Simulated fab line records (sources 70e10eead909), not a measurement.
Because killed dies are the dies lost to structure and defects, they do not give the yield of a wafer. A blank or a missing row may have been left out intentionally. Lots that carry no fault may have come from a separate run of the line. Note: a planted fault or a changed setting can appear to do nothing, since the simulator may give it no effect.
Chamber matching + flow nand-harc + rie-diel-05 running NHARC_A_CONTACT_ETCH_102: 4 sister chambers
The step etches the open film in CF4/O2, target depth 70 nm, overetch 7 nm, time 38.5 s. 8 wafers are shown with their chamber, then 10 later ones without.

WAFERS, EACH WITH ITS CHAMBER
| wafer  | chamber | drypump-motor-current-A (A) | showerhead-plenum-p-Torr (Torr) |
|--------|---------|-----------------------------|---------------------------------|
| L089.5 | 3       | 5.7                         | 1.38                            |
| L089.6 | 0       | 5.8                         | 1.25                            |
| L085.4 | 2       | 6.6                         | 1.27                            |
| L092.2 | 3       | 5.7                         | 1.38                            |
| L092.3 | 1       | 5.2                         | 1.25                            |
| L092.6 | 2       | 6.6                         | 1.26                            |
| L091.1 | 0       | 5.9                         | 1.24                            |
| L091.2 | 1       | 5.2                         | 1.25                            |

WAFERS WITHOUT THEIR CHAMBER
| wafer  | drypump-motor-current-A (A) | showerhead-plenum-p-Torr (Torr) |
|--------|-----------------------------|---------------------------------|
| L091.6 | 5.9                         | 1.24                            |
| L090.2 | 6.7                         | 1.26                            |
| L090.4 | 5.8                         | 1.24                            |
| L090.6 | 5.2                         | 1.25                            |
| L095.1 | 5.9                         | 1.24                            |
| L095.4 | 6.7                         | 1.26                            |
| L095.6 | 5.9                         | 1.24                            |
| L096.3 | 5.2                         | 1.25                            |
| L096.4 | 5.7                         | 1.38                            |
| L096.5 | 5.2                         | 1.25                            |

CHAMBER TAKEN BY EACH
| wafer  | from the rows above | in truth |
|--------|---------------------|----------|
| L091.6 | 0                   | 0        |
| L090.2 | 2                   | 2        |
| L090.4 | 0                   | 0        |
| L090.6 | 1                   | 1        |
| L095.1 | 0                   | 0        |
| L095.4 | 2                   | 2        |
| L095.6 | 0                   | 0        |
| L096.3 | 1                   | 1        |
| L096.4 | 3                   | 3        |
| L096.5 | 1                   | 1        |
10 of 10 placed correctly. Not placeable from these rows: 0. Number placed wrongly: 0.
How it was worked out, from the rows above alone: a wafer's distance from a chamber is the root of the sum, over the readings, of the square of ((its reading less the chamber's mean) divided by the reading's scatter). The wafer belongs to the nearest chamber; if the next one is less than 2 further off, it can't be placed. A chamber's mean is the mean of its shown wafers. The scatter is the square root of a quotient: the sum, over the shown wafers, of each reading's squared deviation from its chamber's mean, divided by wafers minus chambers.
